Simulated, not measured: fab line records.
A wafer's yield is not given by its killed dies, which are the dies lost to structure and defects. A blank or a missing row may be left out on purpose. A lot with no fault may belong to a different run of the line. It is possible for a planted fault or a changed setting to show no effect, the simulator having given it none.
Struck lot and sound lot, side by side / flow nand-harc / 39 steps out of a route of 1302
Sound: wafers L294.1, L294.2, L294.5. The struck wafers were L305.4, L305.6. Last of all comes the cause.
Order at every step that has rows: each side's tool, ch and its chambers, its first start. Under that, the readings that differ: sound wafers / struck wafers / difference of the means / sigmas: that difference in standard deviations of wafers without a fault.
alike: a reading whose means differ by less than 2 such deviations, as well as words and numbers matching on both sides. not compared: withheld readings; readings where some wafer has no value; bounds like >300 that might hide an equal value; numbers whose values overlap and for which the record gives no deviation.
The two part at a step that has a row with sigmas, a row that says differs or no value, or rows on one side only. Numbers that don't overlap but have no deviation are shown without sigmas and don't part them. Lack of a reading on every wafer of one side parts them only where that side has two or more wafers.

first, 2 steps without rows for these wafers: NHARC_P_BONDPAD_HARDBAKE_10 (time 65 s); NHARC_P_BONDPAD_DESCUM_11 (chemistry O2, time 3 s).
NHARC_P_BONDPAD_ETCH_37: etches the open film in N2/H2, target depth 60 nm, overetch 18 nm, time 65.91 s.
  sound on rie-diel-01 ch 0,1,3, day 6 12:06; struck on rie-diel-05 ch 1, day 11 04:08
  alike: drypump-motor-current-A, mfc-ar-sccm, oes-product-au, rf-vpp-V, showerhead-plenum-p-Torr, throttle-valve-pct
  not compared: rf-hours-counter-h
then, 1 step without rows for these wafers: NHARC_P_BONDPAD_ETCH_12 (etches the open film in CHF3/O2, target depth 200 nm, time 100 s).
NHARC_P_BONDPAD_CD_MEAS_13:
  sound on cd-sem-02, day 6 12:19; struck on cd-sem-01, day 11 04:22
reading=cd-nm (nm); sound=497.9 497.5 497.4; struck=501.5 501.1; difference=+3.7; sigmas=+2
then, 6 steps without rows for these wafers: NHARC_P_BONDPAD_STRIP_15 (strips in O2); NHARC_P_BONDPAD_ETCH_24 (etches the open film in CF4/N2, target depth 30 nm, time 72.99 s); NHARC_P_BONDPAD_STRIP_16 (strips in post etch residue remover, time 600 s); NHARC_P_BONDPAD_DEGAS_25 (time 60 s); NHARC_P_BONDPAD_PRE_CLEAN_26 (time 30 s); NHARC_P_BONDPAD_PVD_17 (deposits TaN, target thk 5 nm, time 8.06 s).
NHARC_P_BONDPAD_PVD_27: deposits Cu, target thk 30 nm, time 20.49 s.
  sound on pvd-sputter-01; struck on pvd-sputter-03
  alike: throttle-valve-pct
NHARC_P_BONDPAD_ECD_18: material Cu, target thk 400 nm.
  sound on ecd-cu-01 ch 0,1, day 6 13:20; struck on ecd-cu-01 ch 1, day 11 05:38
  alike: bath-heat-duty-pct
NHARC_P_BONDPAD_ANNEAL_28: time 90 s.
  sound on rtp-anneal-01 ch 0, day 6 13:43; struck on rtp-anneal-02 ch 0, day 11 06:04
  alike: wafer_temp_C_max
NHARC_P_BONDPAD_CMP_19: polishes, t overpolish 30 s, cu recess touch 16 s, target thk 160.81 nm.
  sound on cmp-02 ch 1,2,3, day 6 14:07; struck on cmp-04 ch 0,2, day 11 06:20
  alike: motor-current-A, overpolish-run-s
NHARC_P_BONDPAD_THK_MEAS_20: measures by xrf.
  sound on film-metro-02, day 6 14:23; struck on film-metro-02, day 11 06:34
  alike: thk-nm
then, 15 steps without rows for these wafers: NHARC_P_BONDPAD_SRD_21 (time 30 s, dry time 20 s); NHARC_P_BONDPAD_ACTIVATE_29 (chemistry N2, time 60 s); NHARC_P_BONDPAD_PRECLEAN_30 (cleans in DIW, time 300 s); NHARC_P_BONDPAD_SRD_31 (time 30 s, dry time 20 s); NHARC_A_ZERO_WELL_PRECLEAN_00 (cleans in SPM, time 600 s); NHARC_A_ZERO_WELL_SRD_01; NHARC_A_ZERO_WELL_DEHYDRATE_02 (time 120 s); NHARC_A_ZERO_WELL_HMDS_03 (time 30 s); NHARC_A_ZERO_WELL_COAT_18 (time 65 s); NHARC_A_ZERO_WELL_COAT_04 (resist thk 600 nm); NHARC_A_ZERO_WELL_SOFTBAKE_05 (time 70 s); NHARC_A_ZERO_WELL_EBR_06; NHARC_A_ZERO_WELL_EXPOSE_07 (exposes mask A ZERO); NHARC_A_ZERO_WELL_PEB_08 (peb time 80 s); NHARC_A_ZERO_WELL_DEVELOP_09 (time 50 s).
NHARC_A_ZERO_WELL_CD_MEAS_10 targets a cd of 2000 nm.
  sound on cd-sem-02 ch 0, day 6 15:55; struck on cd-sem-02 ch 0, day 11 08:00
reading=cd-nm (nm); sound=1997.3 1997.0 1997.8; struck=2000.6 2002.6; difference=+4.2; sigmas=+3
then, 2 steps without rows for these wafers: NHARC_A_ZERO_WELL_HARDBAKE_11 (time 65 s); NHARC_A_ZERO_WELL_DESCUM_12 (chemistry O2, time 3 s).
NHARC_A_ZERO_WELL_ETCH_19: etches the open film in N2/H2, target depth 80 nm, overetch 24 nm, time 87.88 s.
  sound on rie-diel-10 ch 0,1,2, day 6 16:09; struck on rie-diel-04 ch 3, day 11 08:14
  alike: drypump-motor-current-A, mfc-ar-sccm, oes-product-au, rf-vpp-V, showerhead-plenum-p-Torr, throttle-valve-pct
  not compared: rf-hours-counter-h
then, 2 steps without rows for these wafers: NHARC_A_ZERO_WELL_ETCH_13 (etches the open film in HBr/Cl2, target depth 120 nm, time 40.1 s); NHARC_A_ZERO_WELL_STRIP_14 (strips in SPM, time 900 s).
-- record jumps: 17 days separate the struck wafers' starts on either side; left off in module A_ZERO_WELL, taken up again in module THIN_TSV, whose first shown step is the route's number 1244 --
NHARC_THIN_TSV_GRIND_00:
  sound on grinder-01 ch 0, day 23 10:04; struck on grinder-01 ch 0, day 28 01:19
reading=hold; sound=- - -; struck=await-dispo/3.4h/release await-dispo/3.4h/release; difference=no value on the sound wafers; sigmas=
  alike: motor-current-A
NHARC_END_SORT_01:
  sound on prober-02 ch 0, day 24 02:13; struck on prober-02 ch 0, day 28 18:43
reading=hold; sound=- - -; struck=await-dispo/1.6h/release await-dispo/1.6h/release; difference=no value on the sound wafers; sigmas=
reading=defect-limited-yield (%); sound=85.8 83.8 87.7; struck=66.8 60.0; difference=-22.4; sigmas=-7
reading=killed-at-array; sound=92 102 79; struck=42 44; difference=-48; sigmas=-2
reading=killed-at-periphery; sound=3 8 4; struck=183 226; difference=+200; sigmas=+71
reading=killed-dies; sound=96 110 83; struck=225 271; difference=+152; sigmas=+8
  alike: killed-at-other, killed-open, killed-short

WHERE THEY PART
Last at NHARC_END_SORT_01 as far as this record goes, first at NHARC_P_BONDPAD_CD_MEAS_13.

WHY: whatever the simulator had introduced
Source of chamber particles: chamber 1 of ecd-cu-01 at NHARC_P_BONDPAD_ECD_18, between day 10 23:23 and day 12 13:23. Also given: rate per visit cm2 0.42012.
